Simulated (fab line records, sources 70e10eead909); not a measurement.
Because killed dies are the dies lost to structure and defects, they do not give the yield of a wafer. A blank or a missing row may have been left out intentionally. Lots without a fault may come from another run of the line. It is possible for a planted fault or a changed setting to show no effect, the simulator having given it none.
fab line records / flow nand_harc / part 2 of 2: steps 29 to 37 of 37
record lots=5 wafers=15 last_day=25
route steps=1159 shown P_GATE@211 P_CONTACT@217
lots untouched by any fault: they come from a run of this same line in which no faults occurred
start_h: hours from the record's opening day to when the first of the lot's shown wafers began / wait_h: hours from the lot's prior step to this one / " unchanged from the row above / L1.1+2: a single row standing in for several wafers / - either no value or no given start / * or withheld: withheld / < > ~ a bound
route shown NAME@n: names a module that has steps shown in the file, with the first one's number in the route / usual: the fault-free wafers' mean and standard deviation / same: alike in all rows / chamber/n: place in a boat / sites: readings site by site / _std_site: their standard deviation / _edge_site: mean of outer sites minus mean of inner sites / radius_mm: for every site, how far away it sits from the centre of the wafer / mask NAME#n: copy n / behind: the last tool/chamber to shape the wafer / hold: why the lot went on hold/how many hours it stayed there/how the hold came to an end / device: the transistor (n, p or np) that didn't switch / end of line: the route-end tests of the same wafers / a step with no rows: only its recipe / killed: count of dies lost to structure and defects at first sort (not the wafer's yield) / map: shows each die of a wafer: x if killed, . if not, _ if none is there
set.NAME: the setting as run; set.NAME@STEP: as run at that earlier step / model.NAME: the simulator's own value behind a step, which no gauge read
lots at selected steps of the route; one table per step, one row per wafer
services: the hour from which a tool's chamber was out of use, counted from the record's first day as start_h (under 0 if before that day), plus the number of hours and why
## steps
# step NHARC_P_CONTACT_ETCH_31
# recipe target_depth_a=300 time_s=85.7 ion_energy_ev=120 over_etch_frac=1 ch3f_flow_sccm=50 o2_flow_sccm=30 ar_flow_sccm=200 rf_w=500 bias_w=100 chemistry=CH3F/O2
# usual ch3f_flow_sccm=50.02/0.17 drypump_motor_current_A=5.5/0.43 oes_product_au=0.981/0.012 rf_vpp_V=244.1/2 showerhead_plenum_p_Torr=2.45/0.12 throttle_valve_pct=20.664/0.0087
lot.wafer=L074.1 tool=rie_diel-11 chamber=0 start_h=- wait_h=- ch3f_flow_sccm=49.99 drypump_motor_current_A=5.9 oes_product_au=0.983 rf_hours_counter_h=8 rf_vpp_V=247.4 showerhead_plenum_p_Torr=2.57 throttle_valve_pct=20.656
lot.wafer=L074.3 tool=rie_diel-11 chamber=1 start_h=- wait_h=- ch3f_flow_sccm=49.95 drypump_motor_current_A=5.3 oes_product_au=1.007 rf_hours_counter_h=8 rf_vpp_V=245.5 showerhead_plenum_p_Torr=2.57 throttle_valve_pct=20.662
lot.wafer=L074.4 tool=rie_diel-11 chamber=2 start_h=- wait_h=- ch3f_flow_sccm=49.75 drypump_motor_current_A=6.2 oes_product_au=0.994 rf_hours_counter_h=8 rf_vpp_V=245.4 showerhead_plenum_p_Torr=2.49 throttle_valve_pct=20.678
lot.wafer=L076.4 tool=rie_diel-11 chamber=1 start_h=- wait_h=- ch3f_flow_sccm=50.04 drypump_motor_current_A=5.3 oes_product_au=0.964 rf_hours_counter_h=9 rf_vpp_V=245.6 showerhead_plenum_p_Torr=2.57 throttle_valve_pct=20.676
lot.wafer=L076.3 tool=rie_diel-11 chamber=2 start_h=- wait_h=- ch3f_flow_sccm=50.35 drypump_motor_current_A=6.2 oes_product_au=0.962 rf_hours_counter_h=10 rf_vpp_V=246.7 showerhead_plenum_p_Torr=2.49 throttle_valve_pct=20.667
lot.wafer=L076.6 tool=rie_diel-11 chamber=0 start_h=- wait_h=- ch3f_flow_sccm=49.92 drypump_motor_current_A=5.9 oes_product_au=0.968 rf_hours_counter_h=- rf_vpp_V=245.9 showerhead_plenum_p_Torr=2.57 throttle_valve_pct=20.654
lot.wafer=L095.1 tool=rie_diel-11 chamber=3 start_h=- wait_h=- ch3f_flow_sccm=50.10 drypump_motor_current_A=5.3 oes_product_au=0.979 rf_hours_counter_h=3 rf_vpp_V=247.0 showerhead_plenum_p_Torr=2.59 throttle_valve_pct=20.669
lot.wafer=L095.4 tool=rie_diel-11 chamber=1 start_h=- wait_h=- ch3f_flow_sccm=50.21 drypump_motor_current_A=5.3 oes_product_au=0.997 rf_hours_counter_h=3 rf_vpp_V=245.5 showerhead_plenum_p_Torr=2.57 throttle_valve_pct=20.664
lot.wafer=L095.5 tool=rie_diel-11 chamber=3 start_h=- wait_h=- ch3f_flow_sccm=49.91 drypump_motor_current_A=5.3 oes_product_au=0.988 rf_hours_counter_h=- rf_vpp_V=246.0 showerhead_plenum_p_Torr=2.59 throttle_valve_pct=20.651
lot.wafer=L096.1 tool=rie_diel-08 chamber=0 start_h=- wait_h=- ch3f_flow_sccm=49.80 drypump_motor_current_A=4.8 oes_product_au=0.994 rf_hours_counter_h=11 rf_vpp_V=241.9 showerhead_plenum_p_Torr=2.29 throttle_valve_pct=20.665
lot.wafer=L096.6 tool=rie_diel-08 chamber=3 start_h=- wait_h=- ch3f_flow_sccm=50.06 drypump_motor_current_A=5.2 oes_product_au=1.002 rf_hours_counter_h=- rf_vpp_V=241.6 showerhead_plenum_p_Torr=2.32 throttle_valve_pct=20.670
lot.wafer=L096.5 tool=rie_diel-08 chamber=0 start_h=- wait_h=- ch3f_flow_sccm=50.01 drypump_motor_current_A=4.8 oes_product_au=0.990 rf_hours_counter_h=- rf_vpp_V=240.3 showerhead_plenum_p_Torr=2.29 throttle_valve_pct=20.675
lot.wafer=L097.3 tool=rie_diel-11 chamber=1 start_h=- wait_h=- ch3f_flow_sccm=50.01 drypump_motor_current_A=5.3 oes_product_au=0.967 rf_hours_counter_h=4 rf_vpp_V=247.3 showerhead_plenum_p_Torr=2.57 throttle_valve_pct=20.653
lot.wafer=L097.6 tool=rie_diel-11 chamber=1 start_h=- wait_h=- ch3f_flow_sccm=50.16 drypump_motor_current_A=5.3 oes_product_au=0.969 rf_hours_counter_h=- rf_vpp_V=244.8 showerhead_plenum_p_Torr=2.57 throttle_valve_pct=20.662
lot.wafer=L097.5 tool=rie_diel-11 chamber=2 start_h=- wait_h=- ch3f_flow_sccm=50.24 drypump_motor_current_A=6.2 oes_product_au=0.948 rf_hours_counter_h=- rf_vpp_V=244.6 showerhead_plenum_p_Torr=2.49 throttle_valve_pct=20.663
# step NHARC_P_CONTACT_CD_MEAS_19
# usual cd_nm=90.3/1.1
lot.wafer=L074.1 tool=cd_sem-01 chamber=- start_h=108.29 wait_h=- cd_nm=90.6
lot.wafer=L074.3 tool=cd_sem-01 chamber=- start_h=108.29 wait_h=- cd_nm=88.6
lot.wafer=L074.4 tool=cd_sem-01 chamber=- start_h=108.29 wait_h=- cd_nm=88.8
lot.wafer=L076.3 tool=cd_sem-02 chamber=- start_h=122.30 wait_h=- cd_nm=90.5
lot.wafer=L076.4 tool=cd_sem-02 chamber=- start_h=122.30 wait_h=- cd_nm=89.8
lot.wafer=L076.6 tool=cd_sem-02 chamber=- start_h=122.30 wait_h=- cd_nm=91.2
lot.wafer=L095.1 tool=cd_sem-02 chamber=- start_h=230.85 wait_h=- cd_nm=89.4
lot.wafer=L095.4 tool=cd_sem-02 chamber=- start_h=230.85 wait_h=- cd_nm=89.0
lot.wafer=L095.5 tool=cd_sem-02 chamber=- start_h=230.85 wait_h=- cd_nm=90.5
lot.wafer=L096.1 tool=cd_sem-01 chamber=- start_h=239.33 wait_h=- cd_nm=91.2
lot.wafer=L096.5 tool=cd_sem-01 chamber=- start_h=239.33 wait_h=- cd_nm=89.9
lot.wafer=L096.6 tool=cd_sem-01 chamber=- start_h=239.33 wait_h=- cd_nm=90.2
lot.wafer=L097.3 tool=cd_sem-02 chamber=- start_h=247.91 wait_h=- cd_nm=90.7
lot.wafer=L097.5 tool=cd_sem-02 chamber=- start_h=247.91 wait_h=- cd_nm=91.1
lot.wafer=L097.6 tool=cd_sem-02 chamber=- start_h=247.91 wait_h=- cd_nm=90.7
# step NHARC_P_CONTACT_STRIP_28
# recipe o2_flow_sccm=500 ar_flow_sccm=0 bias_w=0 chemistry=O2
# usual drypump_motor_current_A=5.5/0.43 oes_product_au=0.999/0.0064 rf_vpp_V=57.9/1.1 showerhead_plenum_p_Torr=3.53/0.16 throttle_valve_pct=17.036/0.0086
lot.wafer=L074.3 tool=rie_diel-11 chamber=1 start_h=108.37 wait_h=0.1 drypump_motor_current_A=5.3 oes_product_au=0.999 rf_hours_counter_h=8 rf_vpp_V=59.1 showerhead_plenum_p_Torr=3.69 throttle_valve_pct=17.053
lot.wafer=L074.1 tool=rie_diel-11 chamber=2 start_h=108.37 wait_h=0.1 drypump_motor_current_A=6.2 oes_product_au=1.002 rf_hours_counter_h=8 rf_vpp_V=57.1 showerhead_plenum_p_Torr=3.57 throttle_valve_pct=17.031
lot.wafer=L074.4 tool=rie_diel-11 chamber=3 start_h=108.37 wait_h=0.1 drypump_motor_current_A=5.3 oes_product_au=1.007 rf_hours_counter_h=8 rf_vpp_V=60.2 showerhead_plenum_p_Torr=3.71 throttle_valve_pct=17.042
lot.wafer=L076.3 tool=rie_diel-08 chamber=1 start_h=122.38 wait_h=0.1 drypump_motor_current_A=5.8 oes_product_au=0.996 rf_hours_counter_h=18 rf_vpp_V=56.3 showerhead_plenum_p_Torr=3.34 throttle_valve_pct=17.027
lot.wafer=L076.4 tool=rie_diel-08 chamber=0 start_h=122.38 wait_h=0.1 drypump_motor_current_A=4.8 oes_product_au=0.996 rf_hours_counter_h=18 rf_vpp_V=57.1 showerhead_plenum_p_Torr=3.30 throttle_valve_pct=17.040
lot.wafer=L076.6 tool=rie_diel-08 chamber=2 start_h=122.38 wait_h=0.1 drypump_motor_current_A=5.6 oes_product_au=0.984 rf_hours_counter_h=- rf_vpp_V=59.6 showerhead_plenum_p_Torr=3.68 throttle_valve_pct=17.018
lot.wafer=L095.1 tool=rie_diel-11 chamber=1 start_h=230.92 wait_h=0.1 drypump_motor_current_A=5.3 oes_product_au=1.000 rf_hours_counter_h=3 rf_vpp_V=58.9 showerhead_plenum_p_Torr=3.68 throttle_valve_pct=17.027
lot.wafer=L095.4 tool=rie_diel-11 chamber=2 start_h=230.92 wait_h=0.1 drypump_motor_current_A=6.2 oes_product_au=0.997 rf_hours_counter_h=3 rf_vpp_V=56.9 showerhead_plenum_p_Torr=3.57 throttle_valve_pct=17.045
lot.wafer=L095.5 tool=rie_diel-11 chamber=2 start_h=230.92 wait_h=0.1 drypump_motor_current_A=6.2 oes_product_au=0.996 rf_hours_counter_h=- rf_vpp_V=56.5 showerhead_plenum_p_Torr=3.57 throttle_valve_pct=17.041
lot.wafer=L096.1 tool=rie_diel-11 chamber=1 start_h=239.43 wait_h=0.1 drypump_motor_current_A=5.3 oes_product_au=1.000 rf_hours_counter_h=3 rf_vpp_V=59.0 showerhead_plenum_p_Torr=3.68 throttle_valve_pct=17.025
lot.wafer=L096.5 tool=rie_diel-11 chamber=0 start_h=239.43 wait_h=0.1 drypump_motor_current_A=5.9 oes_product_au=0.989 rf_hours_counter_h=- rf_vpp_V=58.4 showerhead_plenum_p_Torr=3.68 throttle_valve_pct=17.040
lot.wafer=L096.6 tool=rie_diel-11 chamber=1 start_h=239.43 wait_h=0.1 drypump_motor_current_A=5.3 oes_product_au=0.999 rf_hours_counter_h=- rf_vpp_V=58.2 showerhead_plenum_p_Torr=3.68 throttle_valve_pct=17.033
lot.wafer=L097.3 tool=rie_diel-11 chamber=3 start_h=248.03 wait_h=0.1 drypump_motor_current_A=5.4 oes_product_au=1.003 rf_hours_counter_h=5 rf_vpp_V=57.3 showerhead_plenum_p_Torr=3.71 throttle_valve_pct=17.039
lot.wafer=L097.6 tool=rie_diel-11 chamber=0 start_h=248.03 wait_h=0.1 drypump_motor_current_A=5.9 oes_product_au=1.002 rf_hours_counter_h=- rf_vpp_V=58.6 showerhead_plenum_p_Torr=3.68 throttle_valve_pct=17.035
lot.wafer=L097.5 tool=rie_diel-11 chamber=1 start_h=248.03 wait_h=0.1 drypump_motor_current_A=5.3 oes_product_au=0.998 rf_hours_counter_h=- rf_vpp_V=57.5 showerhead_plenum_p_Torr=3.68 throttle_valve_pct=17.026
# step NHARC_P_CONTACT_STRIP_29
# recipe time_s=1200 temp_c=72.5 chemistry=post_etch_residue_remover
lot.wafer=L074.1+3+4 tool=wet_bench-05 chamber=5,6,0 start_h=108.56 wait_h=-
lot.wafer=L076.3+6+4 tool=wet_bench-05 chamber=2,4,7 start_h=122.57 wait_h=-
lot.wafer=L095.1+4+5 tool=wet_bench-01 chamber=3,4,6 start_h=231.12 wait_h=-
lot.wafer=L096.5+1+6 tool=wet_bench-01 chamber=2,3,5 start_h=239.61 wait_h=-
lot.wafer=L097.5+6+3 tool=wet_bench-01 chamber=7,0,1 start_h=248.19 wait_h=-
# step NHARC_P_CONTACT_DEGAS_38
# recipe temp_c=300 time_s=60
# usual heater_power_w=476/41
lot.wafer=L074.3 tool=pvd_sputter-02 chamber=- start_h=109.01 wait_h=- heater_power_w=468
lot.wafer=L074.1 tool=pvd_sputter-02 chamber=- start_h=109.01 wait_h=- heater_power_w=486
lot.wafer=L074.4 tool=pvd_sputter-02 chamber=- start_h=109.01 wait_h=- heater_power_w=506
lot.wafer=L076.4 tool=pvd_sputter-01 chamber=- start_h=123.04 wait_h=- heater_power_w=531
lot.wafer=L076.3 tool=pvd_sputter-01 chamber=- start_h=123.04 wait_h=- heater_power_w=410
lot.wafer=L076.6 tool=pvd_sputter-01 chamber=- start_h=123.04 wait_h=- heater_power_w=528
lot.wafer=L095.4 tool=pvd_sputter-02 chamber=- start_h=231.55 wait_h=- heater_power_w=482
lot.wafer=L095.1 tool=pvd_sputter-02 chamber=- start_h=231.55 wait_h=- heater_power_w=473
lot.wafer=L095.5 tool=pvd_sputter-02 chamber=- start_h=231.55 wait_h=- heater_power_w=486
lot.wafer=L096.1 tool=pvd_sputter-03 chamber=- start_h=240.07 wait_h=- heater_power_w=479
lot.wafer=L096.6 tool=pvd_sputter-03 chamber=- start_h=240.07 wait_h=- heater_power_w=469
lot.wafer=L096.5 tool=pvd_sputter-03 chamber=- start_h=240.07 wait_h=- heater_power_w=511
lot.wafer=L097.3 tool=pvd_sputter-01 chamber=- start_h=248.64 wait_h=- heater_power_w=541
lot.wafer=L097.6 tool=pvd_sputter-01 chamber=- start_h=248.64 wait_h=- heater_power_w=441
lot.wafer=L097.5 tool=pvd_sputter-01 chamber=- start_h=248.64 wait_h=- heater_power_w=526
# step NHARC_P_CONTACT_PRE_CLEAN_39
# recipe time_s=19.5 bias_v=250 gas=Ar
lot.wafer=L074.3+4+1 tool=pvd_sputter-02 chamber=- start_h=- wait_h=-
lot.wafer=L076.4+3+6 tool=pvd_sputter-01 chamber=- start_h=- wait_h=-
lot.wafer=L095.1+4+5 tool=pvd_sputter-02 chamber=- start_h=- wait_h=-
lot.wafer=L096.1+5+6 tool=pvd_sputter-03 chamber=- start_h=- wait_h=-
lot.wafer=L097.3+6+5 tool=pvd_sputter-01 chamber=- start_h=- wait_h=-
# step NHARC_P_CONTACT_PVD_32
# recipe target_thk_a=50 chamber_pressure_pa=5 power_w=5000 substrate_temp_c=200 time_s=17.7 material=Ti
# usual throttle_valve_pct=29.4/0.73
lot.wafer=L074.1 tool=pvd_sputter-02 chamber=- start_h=- wait_h=- throttle_valve_pct=29.1
lot.wafer=L074.3 tool=pvd_sputter-02 chamber=- start_h=- wait_h=- throttle_valve_pct=29.3
lot.wafer=L074.4 tool=pvd_sputter-02 chamber=- start_h=- wait_h=- throttle_valve_pct=29.3
lot.wafer=L076.4 tool=pvd_sputter-01 chamber=- start_h=- wait_h=- throttle_valve_pct=29.6
lot.wafer=L076.3 tool=pvd_sputter-01 chamber=- start_h=- wait_h=- throttle_valve_pct=30.5
lot.wafer=L076.6 tool=pvd_sputter-01 chamber=- start_h=- wait_h=- throttle_valve_pct=29.4
lot.wafer=L095.4 tool=pvd_sputter-02 chamber=- start_h=- wait_h=- throttle_valve_pct=28.3
lot.wafer=L095.1 tool=pvd_sputter-02 chamber=- start_h=- wait_h=- throttle_valve_pct=29.8
lot.wafer=L095.5 tool=pvd_sputter-02 chamber=- start_h=- wait_h=- throttle_valve_pct=29.6
lot.wafer=L096.1 tool=pvd_sputter-03 chamber=- start_h=- wait_h=- throttle_valve_pct=28.1
lot.wafer=L096.6 tool=pvd_sputter-03 chamber=- start_h=- wait_h=- throttle_valve_pct=28.4
lot.wafer=L096.5 tool=pvd_sputter-03 chamber=- start_h=- wait_h=- throttle_valve_pct=29.7
lot.wafer=L097.3 tool=pvd_sputter-01 chamber=- start_h=- wait_h=- throttle_valve_pct=29.2
lot.wafer=L097.5 tool=pvd_sputter-01 chamber=- start_h=- wait_h=- throttle_valve_pct=29.3
lot.wafer=L097.6 tool=pvd_sputter-01 chamber=- start_h=- wait_h=- throttle_valve_pct=30.5
# step NHARC_P_CONTACT_ALD_22
# recipe target_thk_a=30 pulse_time_s=1 ald_cycles=150 temp_c=450 material=TiN
# usual heater_power_w=1126/170 precursor_pulse_height_rel=1.001/0.023
# same pulse_time_s=1
lot.wafer=L074.4 tool=ald_metal-02 chamber=0 start_h=109.27 wait_h=- heater_power_w=929 precursor_pulse_height_rel=0.990
lot.wafer=L074.3 tool=ald_metal-02 chamber=1 start_h=109.27 wait_h=- heater_power_w=1284 precursor_pulse_height_rel=0.987
lot.wafer=L074.1 tool=ald_metal-02 chamber=2 start_h=109.27 wait_h=- heater_power_w=1355 precursor_pulse_height_rel=0.967
lot.wafer=L076.3 tool=ald_metal-02 chamber=0 start_h=123.28 wait_h=- heater_power_w=913 precursor_pulse_height_rel=0.982
lot.wafer=L076.4 tool=ald_metal-02 chamber=3 start_h=123.28 wait_h=- heater_power_w=946 precursor_pulse_height_rel=0.959
lot.wafer=L076.6 tool=ald_metal-02 chamber=0 start_h=123.28 wait_h=- heater_power_w=949 precursor_pulse_height_rel=0.986
lot.wafer=L095.4 tool=ald_metal-02 chamber=2 start_h=231.80 wait_h=- heater_power_w=1187 precursor_pulse_height_rel=1.003
lot.wafer=L095.1 tool=ald_metal-02 chamber=3 start_h=231.80 wait_h=- heater_power_w=968 precursor_pulse_height_rel=1.022
lot.wafer=L095.5 tool=ald_metal-02 chamber=2 start_h=231.80 wait_h=- heater_power_w=1194 precursor_pulse_height_rel=0.979
lot.wafer=L096.1 tool=ald_metal-04 chamber=1 start_h=240.30 wait_h=- heater_power_w=989 precursor_pulse_height_rel=1.021
lot.wafer=L096.5 tool=ald_metal-04 chamber=1 start_h=240.30 wait_h=- heater_power_w=972 precursor_pulse_height_rel=0.987
lot.wafer=L096.6 tool=ald_metal-04 chamber=2 start_h=240.30 wait_h=- heater_power_w=954 precursor_pulse_height_rel=0.992
lot.wafer=L097.3 tool=ald_metal-02 chamber=2 start_h=248.86 wait_h=- heater_power_w=1188 precursor_pulse_height_rel=0.958
lot.wafer=L097.5 tool=ald_metal-02 chamber=2 start_h=248.86 wait_h=- heater_power_w=1190 precursor_pulse_height_rel=0.991
lot.wafer=L097.6 tool=ald_metal-02 chamber=3 start_h=248.86 wait_h=- heater_power_w=980 precursor_pulse_height_rel=1.026
# step NHARC_P_CONTACT_CVD_23
# recipe target_thk_a=2000 temp_c=300 pressure_torr=40 wf6_flow_sccm=40 h2_flow_sccm=1600 ar_flow_sccm=1560 time_s=557 material=W
# usual heater_power_w=486/50 mfc_h2_sccm=1599/5.5 throttle_valve_pct=7.81/0.19
lot.wafer=L074.1 tool=cvd_w-02 chamber=0 start_h=- wait_h=- heater_power_w=546 mfc_h2_sccm=1608 throttle_valve_pct=8.27
lot.wafer=L074.4 tool=cvd_w-02 chamber=1 start_h=- wait_h=- heater_power_w=478 mfc_h2_sccm=1603 throttle_valve_pct=7.94
lot.wafer=L074.3 tool=cvd_w-02 chamber=0 start_h=- wait_h=- heater_power_w=559 mfc_h2_sccm=1596 throttle_valve_pct=7.72
lot.wafer=L076.3 tool=cvd_w-02 chamber=1 start_h=- wait_h=- heater_power_w=499 mfc_h2_sccm=1598 throttle_valve_pct=8.30
lot.wafer=L076.4 tool=cvd_w-02 chamber=0 start_h=- wait_h=- heater_power_w=539 mfc_h2_sccm=1600 throttle_valve_pct=7.93
lot.wafer=L076.6 tool=cvd_w-02 chamber=0 start_h=- wait_h=- heater_power_w=563 mfc_h2_sccm=1599 throttle_valve_pct=7.93
lot.wafer=L095.1 tool=cvd_w-02 chamber=0 start_h=- wait_h=- heater_power_w=531 mfc_h2_sccm=1603 throttle_valve_pct=7.66
lot.wafer=L095.4 tool=cvd_w-02 chamber=1 start_h=- wait_h=- heater_power_w=486 mfc_h2_sccm=1592 throttle_valve_pct=7.89
lot.wafer=L095.5 tool=cvd_w-02 chamber=0 start_h=- wait_h=- heater_power_w=537 mfc_h2_sccm=1607 throttle_valve_pct=7.54
lot.wafer=L096.1 tool=cvd_w-02 chamber=0 start_h=- wait_h=- heater_power_w=520 mfc_h2_sccm=1589 throttle_valve_pct=7.71
lot.wafer=L096.5 tool=cvd_w-02 chamber=0 start_h=- wait_h=- heater_power_w=530 mfc_h2_sccm=1593 throttle_valve_pct=7.92
lot.wafer=L096.6 tool=cvd_w-02 chamber=1 start_h=- wait_h=- heater_power_w=504 mfc_h2_sccm=1600 throttle_valve_pct=7.76
lot.wafer=L097.3 tool=cvd_w-01 chamber=0 start_h=- wait_h=- heater_power_w=404 mfc_h2_sccm=1605 throttle_valve_pct=7.73
lot.wafer=L097.5 tool=cvd_w-01 chamber=1 start_h=- wait_h=- heater_power_w=457 mfc_h2_sccm=1595 throttle_valve_pct=7.87
lot.wafer=L097.6 tool=cvd_w-01 chamber=0 start_h=- wait_h=- heater_power_w=388 mfc_h2_sccm=1605 throttle_valve_pct=7.61
## services
tool=rie_diel-08 chamber=0 start_h=84.62 hours=4.7 kind=repair
tool=litho_track-01 chamber=- start_h=93.00 hours=7.0 kind=pm
tool=pvd_sputter-03 chamber=- start_h=102.00 hours=10.0 kind=pm
tool=litho_track-06 chamber=- start_h=117.00 hours=7.0 kind=pm
tool=rie_diel-08 chamber=- start_h=124.80 hours=9.0 kind=pm
tool=ald_metal-02 chamber=0 start_h=131.01 hours=27.7 kind=repair
tool=litho_track-04 chamber=- start_h=141.00 hours=7.0 kind=pm
tool=wet_bench-03 chamber=- start_h=146.50 hours=8.0 kind=pm
tool=pecvd-04 chamber=0 start_h=163.40 hours=2.0 kind=repair
tool=rie_diel-08 chamber=3 start_h=169.80 hours=7.6 kind=repair
tool=ald_metal-02 chamber=1 start_h=171.94 hours=26.0 kind=repair
tool=ald_metal-02 chamber=2 start_h=174.68 hours=2.4 kind=repair
tool=wet_bench-02 chamber=- start_h=180.00 hours=8.0 kind=pm
tool=ald_metal-02 chamber=- start_h=186.00 hours=10.0 kind=pm
tool=rie_diel-11 chamber=- start_h=189.52 hours=9.0 kind=pm
tool=cvd_w-02 chamber=- start_h=195.00 hours=13.0 kind=pm
tool=pecvd-04 chamber=- start_h=195.11 hours=13.0 kind=pm
tool=wet_bench-05 chamber=- start_h=196.80 hours=8.0 kind=pm
tool=pvd_sputter-01 chamber=- start_h=198.96 hours=10.0 kind=pm
tool=wet_bench-01 chamber=- start_h=213.60 hours=8.0 kind=pm
tool=pvd_sputter-02 chamber=- start_h=214.00 hours=10.0 kind=pm
tool=ald_metal-02 chamber=- start_h=233.12 hours=0.4 kind=repair
tool=rie_diel-08 chamber=1 start_h=239.18 hours=2.5 kind=repair
tool=pvd_sputter-02 chamber=- start_h=245.56 hours=2.8 kind=repair
